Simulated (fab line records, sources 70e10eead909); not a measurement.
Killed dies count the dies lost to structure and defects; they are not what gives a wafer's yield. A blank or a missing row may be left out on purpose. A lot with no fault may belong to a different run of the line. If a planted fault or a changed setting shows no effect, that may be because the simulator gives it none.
Chamber matching :: flow nandHarc :: rieDiel-12 running NHARC_A_CONTACT_ETCH_75: 3 sister chambers
The step etches the open film in CF4, target depth 39 nm, time 65 s. 14 wafers are shown with their chamber, then 7 later ones without.

WAFERS WITH THEIR CHAMBER
wafer: L221.1
chamber: 3
showerheadPlenumPTorr (Torr): 1.85
drypumpMotorCurrentA (A): 5.42
rfVppV (V): 150.4

wafer: L221.5
chamber: 0
showerheadPlenumPTorr (Torr): 1.91
drypumpMotorCurrentA (A): 5.54
rfVppV (V): 154.3

wafer: L221.6
chamber: 1
showerheadPlenumPTorr (Torr): 1.65
drypumpMotorCurrentA (A): 6.08
rfVppV (V): 148.9

wafer: L225.1
chamber: 0
showerheadPlenumPTorr (Torr): 1.90
drypumpMotorCurrentA (A): 5.55
rfVppV (V): 152.8

wafer: L225.2
chamber: 1
showerheadPlenumPTorr (Torr): 1.64
drypumpMotorCurrentA (A): 6.02
rfVppV (V): 149.6

wafer: L225.4
chamber: 3
showerheadPlenumPTorr (Torr): 1.85
drypumpMotorCurrentA (A): 5.42
rfVppV (V): 152.6

wafer: L224.1
chamber: 1
showerheadPlenumPTorr (Torr): 1.64
drypumpMotorCurrentA (A): 6.04
rfVppV (V): 150.8

wafer: L224.2
chamber: 0
showerheadPlenumPTorr (Torr): 1.90
drypumpMotorCurrentA (A): 5.56
rfVppV (V): 153.5

wafer: L224.6
chamber: 1
showerheadPlenumPTorr (Torr): 1.64
drypumpMotorCurrentA (A): 6.03
rfVppV (V): 150.0

wafer: L227.2
chamber: 3
showerheadPlenumPTorr (Torr): 1.85
drypumpMotorCurrentA (A): 5.41
rfVppV (V): 152.0

wafer: L227.4
chamber: 1
showerheadPlenumPTorr (Torr): 1.64
drypumpMotorCurrentA (A): 6.05
rfVppV (V): 149.1

wafer: L227.5
chamber: 0
showerheadPlenumPTorr (Torr): 1.90
drypumpMotorCurrentA (A): 5.55
rfVppV (V): 151.6

wafer: L242.2
chamber: 3
showerheadPlenumPTorr (Torr): 1.84
drypumpMotorCurrentA (A): 5.46
rfVppV (V): 152.1

wafer: L242.3
chamber: 0
showerheadPlenumPTorr (Torr): 1.90
drypumpMotorCurrentA (A): 5.53
rfVppV (V): 152.8

SIGNATURES (averages over the wafers above)
reading: showerheadPlenumPTorr
chamber 0: 1.9020
chamber 1: 1.6420
chamber 3: 1.8475
scatter within a chamber: 0.00462

reading: drypumpMotorCurrentA
chamber 0: 5.5460
chamber 1: 6.0440
chamber 3: 5.4275
scatter within a chamber: 0.0193

reading: rfVppV
chamber 0: 153.000
chamber 1: 149.680
chamber 3: 151.775
scatter within a chamber: 0.905
Rule: a wafer's distance from a chamber is the root of the sum, over the readings, of the square of ((its reading less the chamber's mean) divided by the reading's scatter). The wafer belongs to the nearest chamber; if the next one is less than 2 further off, it can't be placed. How the scatter is found: for the shown wafers, subtract from each reading the mean of its chamber, square and add these, divide the total by (wafers less chambers), then take the root.

WAFERS MISSING THEIR CHAMBER
wafer: L242.6
showerheadPlenumPTorr (Torr): 1.90
drypumpMotorCurrentA (A): 5.56
rfVppV (V): 153.7

wafer: L243.3
showerheadPlenumPTorr (Torr): 1.90
drypumpMotorCurrentA (A): 6.08
rfVppV (V): 153.7

wafer: L243.4
showerheadPlenumPTorr (Torr): 1.90
drypumpMotorCurrentA (A): 5.56
rfVppV (V): 152.7

wafer: L243.6
showerheadPlenumPTorr (Torr): 1.90
drypumpMotorCurrentA (A): 5.55
rfVppV (V): 151.2

wafer: L244.1
showerheadPlenumPTorr (Torr): 1.90
drypumpMotorCurrentA (A): 5.54
rfVppV (V): 154.1

wafer: L244.3
showerheadPlenumPTorr (Torr): 1.90
drypumpMotorCurrentA (A): 6.08
rfVppV (V): 153.4

wafer: L244.6
showerheadPlenumPTorr (Torr): 1.90
drypumpMotorCurrentA (A): 5.54
rfVppV (V): 153.2

EACH ONE'S CHAMBER
wafer: L242.6
from the rows above: 0
in truth: 0

wafer: L243.3
from the rows above: 0
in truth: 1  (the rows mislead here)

wafer: L243.4
from the rows above: 0
in truth: 0

wafer: L243.6
from the rows above: 0
in truth: 0

wafer: L244.1
from the rows above: 0
in truth: 0

wafer: L244.3
from the rows above: 0
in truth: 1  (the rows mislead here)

wafer: L244.6
from the rows above: 0
in truth: 0
Correct placement for 5 of the 7. From these rows, 0 cannot be placed. Number placed wrongly: 2.
